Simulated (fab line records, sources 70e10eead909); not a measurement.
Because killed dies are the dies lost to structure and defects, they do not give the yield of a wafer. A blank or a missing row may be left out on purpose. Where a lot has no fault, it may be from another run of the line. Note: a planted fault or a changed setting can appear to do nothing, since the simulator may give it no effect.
fab line records + flow nand_harc
[record]
- lots = 7
- wafers = 20
- last_day = 33
route steps=1302 shown A_CONTACT@1077 END@1302
lots that met no fault: taken from a fault-free run of the same line
start_h: the number of hours between the record's first day and the start of the first shown wafer of the lot + wait_h: time in hours since the lot's previous step + " as in the row above + L1.1+2: a single row standing in for several wafers + - no value, or no start given + * or withheld: withheld + < > ~ a bound
route shown NAME@n: a module of which the file shows steps, and the number in the route of the first + usual: average and standard deviation across the fault-free wafers + same: alike in all rows + chamber/n: place in a boat + sites: the reading at each site + _std_site: how widely they spread, as a standard deviation + _edge_site: the outer-site mean with the inner-site mean subtracted + radius_mm: for every site, how far away it sits from the centre of the wafer + mask NAME#n: copy n + behind: the most recent tool/chamber to have shaped the wafer + hold: why the lot was held/for how many hours/how that ended + device: whichever transistor did not switch (one of n, p or np) + end of line: tests of these same wafers at the route's end + for a step that has no rows: nothing shown but its recipe + killed: count of dies lost to structure and defects at first sort (not the wafer's yield) + map: shows each die of a wafer: x if killed, . if not, _ if none is there
set.NAME: setting as actually run; set.NAME@STEP: the setting as run at that earlier step + model.NAME: the simulator's own value behind a step, which no gauge read
certain route steps with their lots: each step a table, each wafer a row
services: when a tool's chamber went out of use (start_h, in hours from the record's first day, below 0 if earlier), for how many hours, and the reason
[[steps]]
[step NHARC_A_CONTACT_DEVELOP_07]
[recipe]
- develop_time_s = 35
- dev_temp_c = 23
[step NHARC_A_CONTACT_CD_MEAS_08]
[recipe]
- target_cd_nm = 200
- landing_energy_ev = 500
[usual]
- cd_nm = 199.9/0.47
| lot.wafer | tool      | chamber | start_h | wait_h | cd_nm |
|-----------|-----------|---------|---------|--------|-------|
| L303.1    | cd_sem-03 | 0       | 527.99  | -      | 201.0 |
| L303.3    | "         | 0       | "       | "      | 199.6 |
| L303.5    | "         | 0       | "       | "      | 200.3 |
| L308.2    | cd_sem-02 | 0       | 580.59  | -      | 199.7 |
| L308.3    | "         | 0       | "       | "      | 199.6 |
| L308.4    | "         | 0       | "       | "      | 200.3 |
| L311.4    | cd_sem-03 | 0       | 631.40  | -      | 200.1 |
| L311.6    | "         | 0       | "       | "      | 199.5 |
| L314.2    | cd_sem-01 | 0       | 650.27  | -      | 199.2 |
| L314.4    | "         | 0       | "       | "      | 199.9 |
| L314.6    | "         | 0       | "       | "      | 199.4 |
| L317.2    | cd_sem-01 | 0       | 669.86  | -      | 199.6 |
| L317.3    | "         | 0       | "       | "      | 201.0 |
| L317.6    | "         | 0       | "       | "      | 199.5 |
| L323.2    | cd_sem-03 | 0       | 722.46  | -      | 201.0 |
| L323.4    | "         | 0       | "       | "      | 200.6 |
| L323.5    | "         | 0       | "       | "      | 200.1 |
| L324.1    | cd_sem-03 | 0       | 735.74  | -      | 199.9 |
| L324.3    | "         | 0       | "       | "      | 199.9 |
| L324.6    | "         | 0       | "       | "      | 200.3 |
[step NHARC_A_CONTACT_OVL_MEAS_09]
[usual]
- overlay_x_nm = -0.2/0.9
- overlay_y_nm = 0.3/0.81
| lot.wafer | tool       | chamber | start_h | wait_h | overlay_x_nm | overlay_y_nm |
|-----------|------------|---------|---------|--------|--------------|--------------|
| L303.1    | overlay-01 | -       | 528.08  | -      | 1.3          | 0.1          |
| L303.3    | "          | -       | "       | "      | 0.3          | -0.2         |
| L303.5    | "          | -       | "       | "      | 1.1          | -0.6         |
| L308.2    | overlay-02 | -       | 580.67  | -      | -2.1         | -0.5         |
| L308.3    | "          | -       | "       | "      | -1.3         | -0.1         |
| L308.4    | "          | -       | "       | "      | -1.1         | 0.2          |
| L311.4    | overlay-01 | -       | 631.48  | -      | 0.7          | 0.7          |
| L311.6    | "          | -       | "       | "      | 0.4          | 0.2          |
| L314.2    | overlay-02 | -       | 650.36  | -      | 1.0          | -0.7         |
| L314.4    | "          | -       | "       | "      | 1.7          | -0.7         |
| L314.6    | "          | -       | "       | "      | 1.6          | -0.6         |
| L317.2    | overlay-02 | -       | 669.95  | -      | 1.0          | 0.4          |
| L317.3    | "          | -       | "       | "      | 1.3          | -0.1         |
| L317.6    | "          | -       | "       | "      | 0.8          | -0.4         |
| L323.2    | overlay-02 | -       | 722.54  | -      | -0.9         | -0.7         |
| L323.4    | "          | -       | "       | "      | -0.5         | 0.0          |
| L323.5    | "          | -       | "       | "      | -0.9         | -0.7         |
| L324.1    | overlay-02 | -       | 735.83  | -      | -0.3         | 0.4          |
| L324.3    | "          | -       | "       | "      | -0.4         | 1.2          |
| L324.6    | "          | -       | "       | "      | -0.5         | 1.3          |
[step NHARC_A_CONTACT_INSPECT_10]
[usual]
- raw_defect_count = 78/35
| lot.wafer | tool              | chamber | start_h | wait_h | raw_defect_count |
|-----------|-------------------|---------|---------|--------|------------------|
| L303.1    | defect_inspect-02 | -       | 528.12  | 0.0    | 20               |
| L303.3    | "                 | -       | "       | "      | 18               |
| L303.5    | "                 | -       | "       | "      | 13               |
| L308.2    | defect_inspect-01 | -       | 580.71  | 0.0    | 131              |
| L308.3    | "                 | -       | "       | "      | 112              |
| L308.4    | "                 | -       | "       | "      | 104              |
| L311.4    | defect_inspect-01 | -       | 631.52  | 0.0    | 28               |
| L311.6    | "                 | -       | "       | "      | 28               |
| L314.2    | defect_inspect-02 | -       | 650.41  | 0.1    | 115              |
| L314.4    | "                 | -       | "       | "      | 115              |
| L314.6    | "                 | -       | "       | "      | 108              |
| L317.2    | defect_inspect-01 | -       | 669.98  | 0.0    | 68               |
| L317.3    | "                 | -       | "       | "      | 49               |
| L317.6    | "                 | -       | "       | "      | 50               |
| L323.2    | defect_inspect-02 | -       | 722.58  | 0.0    | 73               |
| L323.4    | "                 | -       | "       | "      | 76               |
| L323.5    | "                 | -       | "       | "      | 61               |
| L324.1    | defect_inspect-01 | -       | 735.86  | 0.0    | 20               |
| L324.3    | "                 | -       | "       | "      | 14               |
| L324.6    | "                 | -       | "       | "      | 8                |
[step NHARC_A_CONTACT_DESCUM_13]
[recipe]
- time_s = 3
- o2_flow_sccm = 200
- ar_flow_sccm = 0
- bias_power_w = 0
- chemistry = O2
[usual]
- chamber_pressure_mTorr = 60.00/0.058
- drypump_motor_current_A = 5.7/0.45
- oes_product_au = 0.999/0.011
- rf_vpp_V = 57.9/0.87
- showerhead_plenum_p_Torr = 1.94/0.087
- throttle_valve_pct = 11.310/0.0082
[same]
- time_s = 3
| lot.wafer | tool        | chamber | start_h | wait_h | chamber_pressure_mTorr | drypump_motor_current_A | oes_product_au | rf_hours_counter_h | rf_vpp_V | showerhead_plenum_p_Torr | throttle_valve_pct |
|-----------|-------------|---------|---------|--------|------------------------|-------------------------|----------------|--------------------|----------|--------------------------|--------------------|
| L303.1    | rie_diel-13 | 3       | 528.18  | 0.1    | 59.99                  | 6.6                     | 1.010          | 0                  | 56.3     | 1.78                     | 11.303             |
| L303.3    | "           | 0       | "       | "      | 60.03                  | 5.9                     | 1.013          | 0                  | 57.5     | 1.84                     | 11.314             |
| L303.5    | "           | 0       | "       | "      | 59.96                  | 5.9                     | 1.004          | -                  | 57.9     | 1.84                     | 11.322             |
| L308.4    | rie_diel-13 | 2       | 580.77  | 0.1    | 60.03                  | 5.9                     | 1.013          | 21                 | 58.4     | 1.90                     | 11.317             |
| L308.2    | "           | 3       | "       | "      | 59.98                  | 6.6                     | 0.993          | 20                 | 55.6     | 1.77                     | 11.297             |
| L308.3    | "           | 1       | "       | "      | 59.99                  | 5.5                     | 0.994          | 18                 | 57.1     | 2.05                     | 11.304             |
| L311.4    | rie_diel-04 | 3       | 631.61  | 0.1    | 60.08                  | 6.4                     | 0.999          | 36                 | 57.5     | 1.83                     | 11.305             |
| L311.6    | "           | 0       | "       | "      | 60.01                  | 6.1                     | 0.978          | -                  | 57.8     | 1.96                     | 11.308             |
| L314.4    | rie_diel-04 | 0       | 650.47  | 0.1    | 59.91                  | 6.1                     | 0.990          | 38                 | 57.2     | 1.95                     | 11.325             |
| L314.2    | "           | 3       | "       | "      | 60.04                  | 6.4                     | 1.000          | 43                 | 58.2     | 1.83                     | 11.313             |
| L314.6    | "           | 1       | "       | "      | 59.96                  | 4.8                     | 1.001          | -                  | 57.5     | 1.99                     | 11.302             |
| L317.3    | rie_diel-13 | 2       | 670.04  | 0.1    | 60.00                  | 5.9                     | 1.020          | 55                 | 57.8     | 1.89                     | 11.303             |
| L317.2    | "           | 1       | "       | "      | 59.98                  | 5.5                     | 0.999          | 39                 | 59.6     | 2.05                     | 11.289             |
| L317.6    | "           | 1       | "       | "      | 59.91                  | 5.5                     | 0.992          | -                  | 57.6     | 2.04                     | 11.315             |
| L323.2    | rie_diel-11 | 1       | 722.66  | 0.1    | 59.95                  | 5.8                     | 0.996          | 19                 | 57.1     | 1.83                     | 11.306             |
| L323.5    | "           | 2       | "       | "      | 60.03                  | 5.2                     | 0.994          | -                  | 57.8     | 1.96                     | 11.313             |
| L323.4    | "           | 1       | "       | "      | 59.95                  | 5.8                     | 1.000          | -                  | 56.3     | 1.83                     | 11.304             |
| L324.3    | rie_diel-13 | 2       | 735.92  | 0.1    | 59.96                  | 5.9                     | 0.992          | 10                 | 59.0     | 1.88                     | 11.305             |
| L324.1    | "           | 0       | "       | "      | 59.91                  | 5.9                     | 0.996          | 15                 | 58.2     | 1.81                     | 11.319             |
| L324.6    | "           | 2       | "       | "      | 59.98                  | 5.9                     | 0.993          | -                  | 56.8     | 1.88                     | 11.310             |
[step NHARC_A_CONTACT_ETCH_88]
[recipe]
- target_depth_a = 390
- over_etch_frac = 0.3
- time_s = 65
- ion_energy_ev = 80
- cf4_flow_sccm = 150
- ar_flow_sccm = 0
- rf_w = 300
- bias_w = 100
- chemistry = CF4
[usual]
- chamber_pressure_mTorr = 50.00/0.045
- drypump_motor_current_A = 5.8/0.43
- oes_product_au = 0.999/0.011
- rf_vpp_V = 151.6/1.2
- run_length_s = 86.6/0.43
- showerhead_plenum_p_Torr = 1.79/0.075
- throttle_valve_pct = 13.284/0.0084
[same]
- time_s = 65
| lot.wafer | tool        | chamber | start_h | wait_h | chamber_pressure_mTorr | drypump_motor_current_A | oes_product_au | rf_hours_counter_h | rf_vpp_V | run_length_s | showerhead_plenum_p_Torr | throttle_valve_pct |
|-----------|-------------|---------|---------|--------|------------------------|-------------------------|----------------|--------------------|----------|--------------|--------------------------|--------------------|
| L303.3    | rie_diel-13 | 2       | 528.27  | 0.1    | 49.96                  | 5.9                     | 0.993          | 0                  | 152.3    | 86.5         | 1.77                     | 13.285             |
| L303.1    | "           | 1       | "       | "      | 49.96                  | 5.5                     | 0.992          | 0                  | 151.9    | 86.3         | 1.89                     | 13.301             |
| L303.5    | "           | 2       | "       | "      | 49.95                  | 5.9                     | 1.003          | -                  | 151.1    | 86.6         | 1.77                     | 13.282             |
| L308.4    | rie_diel-13 | 2       | 580.85  | 0.1    | 50.03                  | 5.9                     | 1.013          | 21                 | 152.2    | 86.8         | 1.76                     | 13.288             |
| L308.2    | "           | 0       | "       | "      | 50.07                  | 5.9                     | 0.999          | 17                 | 150.8    | 86.3         | 1.70                     | 13.278             |
| L308.3    | "           | 1       | "       | "      | 50.09                  | 5.5                     | 1.005          | 18                 | 153.3    | 86.7         | 1.89                     | 13.296             |
| L311.4    | rie_diel-04 | 0       | 631.69  | 0.1    | 49.96                  | 6.0                     | 0.980          | 31                 | 152.1    | 86.1         | 1.81                     | 13.283             |
| L311.6    | "           | 1       | "       | "      | 50.05                  | 4.8                     | 0.990          | -                  | 152.5    | 86.8         | 1.84                     | 13.278             |
| L314.2    | rie_diel-04 | 1       | 650.56  | 0.1    | 49.97                  | 4.8                     | 0.999          | 35                 | 152.3    | 86.6         | 1.84                     | 13.286             |
| L314.4    | "           | 2       | "       | "      | 50.04                  | 6.0                     | 1.014          | 40                 | 153.1    | 87.2         | 1.88                     | 13.282             |
| L314.6    | "           | 0       | "       | "      | 50.10                  | 6.1                     | 0.978          | -                  | 152.0    | 86.8         | 1.80                     | 13.300             |
| L317.2    | rie_diel-13 | 1       | 670.15  | 0.1    | 50.03                  | 5.5                     | 0.997          | 39                 | 153.0    | 86.4         | 1.88                     | 13.278             |
| L317.3    | "           | 2       | "       | "      | 50.03                  | 5.9                     | 1.014          | 55                 | 151.5    | 86.8         | 1.75                     | 13.285             |
| L317.6    | "           | 0       | "       | "      | 49.98                  | 5.9                     | 0.999          | -                  | 150.5    | 86.7         | 1.69                     | 13.293             |
| L323.2    | rie_diel-11 | 1       | 722.76  | 0.1    | 50.05                  | 5.8                     | 0.976          | 19                 | 151.5    | 87.4         | 1.70                     | 13.278             |
| L323.5    | "           | 3       | "       | "      | 50.01                  | 5.4                     | 1.019          | -                  | 152.1    | 86.8         | 1.82                     | 13.291             |
| L323.4    | "           | 1       | "       | "      | 49.97                  | 5.8                     | 0.991          | -                  | 149.3    | 87.2         | 1.70                     | 13.285             |
| L324.1    | rie_diel-13 | 2       | 736.01  | 0.1    | 49.92                  | 5.9                     | 1.002          | 10                 | 150.2    | 87.0         | 1.74                     | 13.279             |
| L324.3    | "           | 1       | "       | "      | 49.95                  | 5.5                     | 0.999          | 14                 | 152.0    | 86.3         | 1.87                     | 13.278             |
| L324.6    | "           | 3       | "       | "      | 49.92                  | 6.6                     | 0.991          | -                  | 153.5    | 85.6         | 1.90                     | 13.280             |
[step NHARC_A_CONTACT_ETCH_89]
[recipe]
- target_depth_a = 2600
- over_etch_frac = 0.3
- time_s = 475.3
- ion_energy_ev = 200
- n2_flow_sccm = 150
- h2_flow_sccm = 150
- ar_flow_sccm = 0
- rf_w = 400
- bias_w = 150
- chemistry = N2/H2
[step NHARC_A_CONTACT_ETCH_30]
[recipe]
- target_depth_a = 726
- time_s = 36.3
- cf4_flow_sccm = 100
- chf3_flow_sccm = 30
- ar_flow_sccm = 0
- rf_w = 500
- bias_w = 200
- chemistry = CF4/CHF3
[step NHARC_A_CONTACT_ETCH_31]
[recipe]
- target_depth_a = 28000
- over_etch_frac = 0.3
- time_s = 728
- ion_energy_ev = 150
- o2_flow_sccm = 400
- cos_flow_sccm = 20
- ar_flow_sccm = 0
- rf_w = 500
- bias_w = 300
- chemistry = O2/COS
[usual]
- chamber_pressure_mTorr = 20.003/0.019
- drypump_motor_current_A = 5.8/0.44
- oes_product_au = 0.999/0.011
- rf_vpp_V = 314.5/2
- run_length_s = 749.6/0.45
- showerhead_plenum_p_Torr = 3.15/0.13
- throttle_valve_pct = 28.331/0.011
[same]
- time_s = 728
| lot.wafer | tool        | chamber | start_h | wait_h | chamber_pressure_mTorr | drypump_motor_current_A | oes_product_au | rf_hours_counter_h | rf_vpp_V | run_length_s | showerhead_plenum_p_Torr | throttle_valve_pct |
|-----------|-------------|---------|---------|--------|------------------------|-------------------------|----------------|--------------------|----------|--------------|--------------------------|--------------------|
| L303.3    | rie_diel-13 | 3       | -       | -      | 19.980                 | 6.6                     | 1.003          | 0                  | 312.2    | 749.0        | 2.91                     | 28.328             |
| L303.1    | "           | 1       | "       | "      | 19.984                 | 5.5                     | 0.991          | 0                  | 317.3    | 749.2        | 3.34                     | 28.328             |
| L303.5    | "           | 2       | "       | "      | 20.010                 | 5.9                     | 1.009          | -                  | 314.3    | 750.1        | 3.12                     | 28.316             |
| L308.2    | rie_diel-13 | 2       | -       | -      | 20.022                 | 5.9                     | 1.013          | 21                 | 314.9    | 749.7        | 3.11                     | 28.328             |
| L308.3    | "           | 0       | "       | "      | 20.017                 | 5.9                     | 1.005          | 17                 | 314.2    | 750.0        | 3.00                     | 28.332             |
| L308.4    | "           | 1       | "       | "      | 20.003                 | 5.5                     | 0.991          | 19                 | 317.1    | 749.1        | 3.34                     | 28.321             |
| L311.4    | rie_diel-04 | 3       | -       | -      | 19.996                 | 6.4                     | 0.991          | 36                 | 312.1    | 749.1        | 3.00                     | 28.344             |
| L311.6    | "           | 0       | "       | "      | 19.996                 | 6.1                     | 0.984          | -                  | 315.7    | 749.0        | 3.19                     | 28.330             |
| L314.2    | rie_diel-04 | 1       | -       | -      | 20.006                 | 4.8                     | 0.997          | 36                 | 315.7    | 749.9        | 3.24                     | 28.329             |
| L314.4    | "           | 3       | "       | "      | 20.000                 | 6.4                     | 0.998          | 43                 | 313.2    | 748.6        | 3.00                     | 28.342             |
| L314.6    | "           | 0       | "       | "      | 20.022                 | 6.1                     | 0.982          | -                  | 314.2    | 749.0        | 3.19                     | 28.345             |
| L317.2    | rie_diel-13 | 0       | -       | -      | 19.989                 | 5.9                     | 0.998          | 50                 | 311.5    | 749.7        | 2.98                     | 28.328             |
| L317.3    | "           | 2       | "       | "      | 20.031                 | 5.9                     | 1.013          | 56                 | 314.5    | 749.8        | 3.09                     | 28.345             |
| L317.6    | "           | 1       | "       | "      | 19.999                 | 5.5                     | 0.994          | -                  | 315.8    | 749.6        | 3.32                     | 28.336             |
| L323.2    | rie_diel-11 | 3       | -       | -      | 20.008                 | 5.4                     | 1.031          | 16                 | 316.6    | 749.9        | 3.22                     | 28.318             |
| L323.4    | "           | 1       | "       | "      | 19.985                 | 5.8                     | 1.000          | -                  | 312.9    | 749.8        | 2.99                     | 28.322             |
| L323.5    | "           | 3       | "       | "      | 20.040                 | 5.4                     | 1.019          | -                  | 314.0    | 749.9        | 3.22                     | 28.341             |
| L324.1    | rie_diel-13 | 3       | -       | -      | 20.047                 | 6.6                     | 1.001          | 16                 | 317.7    | 748.6        | 3.36                     | 28.328             |
| L324.3    | "           | 2       | "       | "      | 19.992                 | 5.9                     | 0.998          | 11                 | 314.0    | 750.0        | 3.08                     | 28.318             |
| L324.6    | "           | 0       | "       | "      | 20.004                 | 5.9                     | 0.998          | -                  | 311.7    | 749.3        | 2.97                     | 28.312             |
[step NHARC_A_CONTACT_ETCH_134]
[recipe]
- source_w = withheld
- pressure_mtorr = 20
- bias_v = withheld
- time_s = 140
- target_depth_a = 7000
- ar_flow_sccm = withheld
- c4f8_flow_sccm = withheld
- o2_flow_sccm = withheld
- chemistry = C4F8/O2/Ar
[step NHARC_A_CONTACT_ETCH_135]
[recipe]
- source_w = withheld
- pressure_mtorr = 20
- bias_v = 1200
- time_s = 311
- target_depth_a = 19120
- ar_flow_sccm = withheld
- c4f8_flow_sccm = withheld
- o2_flow_sccm = withheld
- chemistry = C4F8/O2/Ar
[step NHARC_A_CONTACT_ETCH_136]
[recipe]
- source_w = withheld
- pressure_mtorr = 20
- bias_v = 1200
- time_s = 311
- target_depth_a = 19120
- ar_flow_sccm = withheld
- c4f8_flow_sccm = withheld
- o2_flow_sccm = withheld
- chemistry = C4F8/O2/Ar
[usual]
- chamber_pressure_mTorr = 20.003/0.017
- run_length_s = 311/0
[same]
- time_s = 311
| lot.wafer | tool            | chamber | start_h | wait_h | chamber_pressure_mTorr | rf_hours_counter_h | run_length_s |
|-----------|-----------------|---------|---------|--------|------------------------|--------------------|--------------|
| L303.1    | har_cap_etch-02 | 0       | 529.78  | 0.2    | 19.975                 | 92                 | 311          |
| L303.3    | "               | 0       | "       | "      | 19.998                 | -                  | 311          |
| L303.5    | "               | 1       | "       | "      | 19.984                 | -                  | 311          |
| L308.2    | har_cap_etch-03 | 1       | 582.37  | 0.2    | 20.015                 | 59                 | 311          |
| L308.4    | "               | 1       | "       | "      | 20.015                 | -                  | 311          |
| L308.3    | "               | 0       | "       | "      | 19.985                 | -                  | 311          |
| L311.4    | har_cap_etch-03 | 0       | 633.35  | 0.2    | 19.997                 | -                  | 311          |
| L311.6    | "               | 0       | "       | "      | 20.026                 | -                  | 311          |
| L314.2    | har_cap_etch-03 | 1       | 652.07  | 0.2    | 19.990                 | 72                 | 311          |
| L314.4    | "               | 1       | "       | "      | 20.033                 | -                  | 311          |
| L314.6    | "               | 1       | "       | "      | 20.012                 | -                  | 311          |
| L317.2    | har_cap_etch-03 | 1       | 671.85  | 0.2    | 20.019                 | 76                 | 311          |
| L317.3    | "               | 0       | "       | "      | 20.020                 | -                  | 311          |
| L317.6    | "               | 1       | "       | "      | 20.012                 | -                  | 311          |
| L323.2    | har_cap_etch-01 | 1       | 724.72  | 0.2    | 19.998                 | 41                 | 311          |
| L323.4    | "               | 0       | "       | "      | 20.022                 | -                  | 311          |
| L323.5    | "               | 1       | "       | "      | 20.003                 | -                  | 311          |
| L324.1    | har_cap_etch-01 | 0       | 737.52  | 0.2    | 19.999                 | 43                 | 311          |
| L324.3    | "               | 1       | "       | "      | 20.006                 | -                  | 311          |
| L324.6    | "               | 1       | "       | "      | 20.001                 | -                  | 311          |
[step NHARC_A_CONTACT_ETCH_137]
[recipe]
- source_w = withheld
- pressure_mtorr = 20
- bias_v = 1200
- time_s = 311
- target_depth_a = 19120
- ar_flow_sccm = withheld
- c4f8_flow_sccm = withheld
- o2_flow_sccm = withheld
- chemistry = C4F8/O2/Ar
[usual]
- chamber_pressure_mTorr = 20.000/0.017
- run_length_s = 311/0
| lot.wafer | tool            | chamber | start_h | wait_h | chamber_pressure_mTorr | rf_hours_counter_h | run_length_s |
|-----------|-----------------|---------|---------|--------|------------------------|--------------------|--------------|
| L303.1    | har_cap_etch-02 | 0       | 530.06  | 0.2    | 19.991                 | 92                 | 311          |
| L303.3    | "               | 0       | "       | "      | 19.995                 | -                  | 311          |
| L303.5    | "               | 1       | "       | "      | 19.990                 | -                  | 311          |
| L308.2    | har_cap_etch-03 | 1       | 582.64  | 0.2    | 20.009                 | 60                 | 311          |
| L308.4    | "               | 1       | "       | "      | 20.014                 | -                  | 311          |
| L308.3    | "               | 0       | "       | "      | 20.021                 | -                  | 311          |
| L311.4    | har_cap_etch-03 | 0       | 633.62  | 0.2    | 19.965                 | -                  | 533.23       |
| L311.6    | "               | 0       | "       | "      | 19.997                 | -                  | 533.23       |
| L314.2    | har_cap_etch-03 | 1       | 652.34  | 0.2    | 19.997                 | 72                 | 311          |
| L314.4    | "               | 1       | "       | "      | 19.975                 | -                  | 533.23       |
| L314.6    | "               | 1       | "       | "      | 20.006                 | -                  | 533.23       |
| L317.2    | har_cap_etch-03 | 1       | 672.12  | 0.2    | 19.991                 | 77                 | 311          |
| L317.3    | "               | 0       | "       | "      | 19.987                 | -                  | 311          |
| L317.6    | "               | 1       | "       | "      | 19.997                 | -                  | 533.23       |
| L323.2    | har_cap_etch-01 | 1       | 724.99  | 0.2    | 19.999                 | 41                 | 311          |
| L323.4    | "               | 0       | "       | "      | 20.022                 | -                  | 311          |
| L323.5    | "               | 1       | "       | "      | 19.986                 | -                  | 311          |
| L324.1    | har_cap_etch-01 | 0       | 737.79  | 0.2    | 20.005                 | 43                 | 311          |
| L324.3    | "               | 1       | "       | "      | 19.994                 | -                  | 311          |
| L324.6    | "               | 1       | "       | "      | 20.011                 | -                  | 311          |
[step NHARC_A_CONTACT_ETCH_138]
[recipe]
- source_w = withheld
- pressure_mtorr = 20
- bias_v = 1200
- time_s = 311
- target_depth_a = 19140
- ar_flow_sccm = withheld
- c4f8_flow_sccm = withheld
- o2_flow_sccm = withheld
- chemistry = C4F8/O2/Ar
[usual]
- chamber_pressure_mTorr = 19.997/0.018
- run_length_s = 311/0
[same]
- time_s = 311
| lot.wafer | tool            | chamber | start_h | wait_h | chamber_pressure_mTorr | rf_hours_counter_h | run_length_s |
|-----------|-----------------|---------|---------|--------|------------------------|--------------------|--------------|
| L303.1    | har_cap_etch-02 | 0       | 530.33  | 0.2    | 19.976                 | 92                 | 311          |
| L303.3    | "               | 0       | "       | "      | 19.990                 | -                  | 311          |
| L303.5    | "               | 1       | "       | "      | 20.005                 | -                  | 311          |
| L308.2    | har_cap_etch-03 | 1       | 582.91  | 0.2    | 19.972                 | 60                 | 311          |
| L308.4    | "               | 1       | "       | "      | 19.991                 | -                  | 311          |
| L308.3    | "               | 0       | "       | "      | 19.992                 | -                  | 311          |
| L311.4    | har_cap_etch-03 | 0       | -       | -      | 19.994                 | -                  | 311          |
| L311.6    | "               | 0       | "       | "      | 19.997                 | -                  | 311          |
| L314.2    | har_cap_etch-03 | 1       | 652.61  | 0.2    | 19.969                 | 72                 | 311          |
| L314.4    | "               | 1       | "       | "      | 20.015                 | -                  | 311          |
| L314.6    | "               | 1       | "       | "      | 19.959                 | -                  | 311          |
| L317.2    | har_cap_etch-03 | 1       | 672.39  | 0.2    | 20.007                 | 77                 | 311          |
| L317.3    | "               | 0       | "       | "      | 19.986                 | -                  | 311          |
| L317.6    | "               | 1       | "       | "      | 19.993                 | -                  | 311          |
| L323.2    | har_cap_etch-01 | 1       | 725.26  | 0.2    | 20.010                 | 42                 | 311          |
| L323.4    | "               | 0       | "       | "      | 19.973                 | -                  | 311          |
| L323.5    | "               | 1       | "       | "      | 20.018                 | -                  | 311          |
| L324.1    | har_cap_etch-01 | 0       | 738.06  | 0.2    | 20.005                 | 43                 | 311          |
| L324.3    | "               | 1       | "       | "      | 19.975                 | -                  | 311          |
| L324.6    | "               | 1       | "       | "      | 19.975                 | -                  | 311          |
[step NHARC_END_SORT_01]
[recipe]
- temp_c = 25
[usual]
- killed_at_array = 55/20
- killed_at_other = 1.2/1.3
- killed_at_periphery = 4.0/3
- killed_dies = 60/21
- killed_open = 3.2/1.9
- killed_short = 2.5/1.6
[same]
- gross_dies = 677
| lot.wafer | tool      | chamber | start_h | wait_h | killed_at_array | killed_at_other | killed_at_periphery | killed_dies | killed_open | killed_short |
|-----------|-----------|---------|---------|--------|-----------------|-----------------|---------------------|-------------|-------------|--------------|
| L311.4    | prober-02 | 0       | 687.11  | 3.4    | 27              | 1               | 0                   | 28          | 4           | 3            |
| L311.6    | prober-02 | 0       | 688.72  | 4.0    | 23              | 1               | 4                   | 28          | 2           | 1            |
| L323.2    | prober-02 | 0       | 777.47  | 2.8    | 37              | 1               | 2                   | 40          | 4           | 1            |
| L323.4    | prober-02 | 0       | 779.06  | 3.4    | 43              | 2               | 2                   | 47          | 2           | 3            |
| L323.5    | prober-02 | 0       | 779.86  | 3.7    | 37              | 1               | 2                   | 40          | 3           | 1            |
// killed by level:class
L311.4 A_CHANNEL_HOLE_D1:chamber_film_flake=9 A_CHANNEL_HOLE_D2:chamber_film_flake=4 A_STAIRCASE:chamber_film_flake=3 A_CONTACT:chamber_film_flake=2 A_CHANNEL_FILL_D1:geometric_particle:open=1 A_DECK1_JOINT:geometric_particle:open=1 A_CHANNEL_FILL_D2:geometric_particle:short=1 A_CHANNEL_FILL_D2:geometric_particle:open=1
L311.6 A_CHANNEL_HOLE_D1:chamber_film_flake=7 A_CHANNEL_HOLE_D2:chamber_film_flake=4 A_SLIT:chamber_film_flake=4 A_CONTACT:chamber_film_flake=3 A_STAIRCASE:chamber_film_flake=2 P_CONTACT:geometric_particle:open=1 A_WL_FILL:geometric_particle:short=1 A_M0:geometric_particle:open=1
L323.2 A_CHANNEL_HOLE_D2:chamber_film_flake=23 A_SLIT:chamber_film_flake=7 A_ONON_D1:geometric_particle:open=1 P_M1:geometric_particle:open=1 A_CHANNEL_FILL_D1:geometric_particle:open=1 A_CHANNEL_FILL_D1:geometric_particle:short=1 A_BLC:geometric_particle:open=1 P_ZERO_WELL:chamber_film_flake=1
L323.4 A_CHANNEL_HOLE_D2:chamber_film_flake=25 A_SLIT:chamber_film_flake=13 P_M2:geometric_particle:open=1 A_ONON_D1:geometric_particle:open=1 A_SGD_CUT:geometric_particle:short=1 A_WL_FILL:geometric_particle:short=1 P_STI:chamber_film_flake=1 STARTING-WAFER:geometric_particle:short=1
L323.5 A_CHANNEL_HOLE_D2:chamber_film_flake=24 A_SLIT:chamber_film_flake=10 P_GATE:geometric_particle:open=1 P_CONTACT:geometric_particle:open=1 A_ONON_D1:geometric_particle:short=1 A_BLC:geometric_particle:open=1 A_CHANNEL_FILL_D1:chamber_film_flake=1 THIN_TSV:chamber_film_flake=1
[[services]]
| tool            | chamber | start_h | hours | kind       |
|-----------------|---------|---------|-------|------------|
| rie_diel-13     | -       | 519.06  | 9.0   | pm         |
| rie_diel-13     | 0       | 519.06  | 9.0   | vent_cycle |
| rie_diel-13     | 1       | 519.06  | 9.0   | vent_cycle |
| rie_diel-13     | 2       | 519.06  | 9.0   | vent_cycle |
| rie_diel-13     | 3       | 519.06  | 9.0   | vent_cycle |
| rie_diel-13     | 0       | 528.06  | -     | clean      |
| rie_diel-13     | 1       | 528.06  | -     | clean      |
| rie_diel-13     | 2       | 528.06  | -     | clean      |
| rie_diel-13     | 3       | 528.06  | -     | clean      |
| rie_diel-04     | -       | 533.45  | 9.0   | pm         |
| rie_diel-11     | 0       | 533.94  | 3.5   | repair     |
| rie_diel-13     | 0       | 552.56  | -     | clean      |
| rie_diel-13     | 0       | 590.19  | 16.5  | repair     |
| rie_diel-13     | 3       | 593.53  | 2.5   | repair     |
| rie_diel-11     | -       | 609.67  | 9.0   | pm         |
| rie_diel-13     | 1       | 641.50  | 27.9  | repair     |
| rie_diel-11     | 3       | 648.17  | 8.8   | repair     |
| rie_diel-11     | 3       | 676.77  | 15.5  | repair     |
| rie_diel-11     | 1       | 690.05  | 7.9   | repair     |
| rie_diel-13     | -       | 696.89  | 9.0   | pm         |
| har_cap_etch-02 | -       | 703.21  | 76.0  | repair     |
| rie_diel-04     | -       | 710.56  | 9.0   | pm         |
| rie_diel-13     | 2       | 718.20  | 7.7   | repair     |
| rie_diel-11     | 1       | 736.32  | 16.2  | repair     |
[[key]]
[first_sign]
- step = NHARC_A_CONTACT_ETCH_137
- reading = run_length_s
- direction = up
- sigmas = 99+
- usual = *
- struck = *
effect none on later readings
met_at NHARC_A_CONTACT_ETCH_137
struck_wafers L311.4,L311.6,L314.4,L314.6,L317.6
tester_left_out L311,L314,L317
onset_between 582.64 633.62
[fault]
- kind = process_parameter_drift
- tool = har_cap_etch-03
- chamber = -
- onset_h = 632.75
- steps = NHARC_A_CONTACT_ETCH_137
- channel = time_s
- offset = *
- shape = step
- end_h = 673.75
- scope = struck_wafers_only
- acts_in = *
- stated = *
// tester_left_out: of these lots the tester's yield and bins aren't shown, on N5 and GAA mostly nor the transistor test; their killed dies are dies lost to structure and defects alone, not to doping, threshold or leakage, so they don't give the yield
